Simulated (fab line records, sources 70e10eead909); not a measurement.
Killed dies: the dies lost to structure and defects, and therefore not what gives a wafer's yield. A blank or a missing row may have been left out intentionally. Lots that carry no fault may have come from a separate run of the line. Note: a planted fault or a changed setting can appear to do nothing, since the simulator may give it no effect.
Chamber matching -- flow nand harc -- rie diel-01 running NHARC_A_M1_DESCUM_14: 4 sister chambers
The step chemistry O2, time 3 s. 4 wafers are shown with their chamber, then 10 later ones without.

## EACH WAFER AND ITS CHAMBER
wafer,chamber,drypump motor current A (A)
L091.1,2,5.5
L091.4,0,5.3
L091.2,1,6.6
L091.3,3,5.2

## WAFERS WITHOUT THEIR CHAMBER
wafer,drypump motor current A (A)
L091.5,5.3
L090.1,5.3
L090.2,5.3
L090.6,5.3
L094.1,6.5
L094.3,5.3
L094.4,5.3
L093.4,5.6
L093.5,5.3
L093.6,5.3

## EACH ONE'S CHAMBER
wafer,from the rows above,in truth
L091.5,0,0
L090.1,0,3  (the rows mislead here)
L090.2,0,0
L090.6,0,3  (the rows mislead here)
L094.1,1,1
L094.3,0,0
L094.4,0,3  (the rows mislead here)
L093.4,2,2
L093.5,0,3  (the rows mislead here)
L093.6,0,0
Placed correctly: 6 of 10. From these rows, 0 cannot be placed. Wrongly placed: 4.
How it was worked out, from the rows above alone: a wafer's distance from a chamber is the root of the sum, over the readings, of the square of ((its reading less the chamber's mean) divided by the reading's scatter). If the next closest chamber is less than 2 further off than the closest, the wafer can't be placed; otherwise it belongs to the closest. A chamber's mean is the mean of its shown wafers. The scatter: root of mean squared gap, hidden wafer to nearest shown wafer, with one shown wafer a chamber.
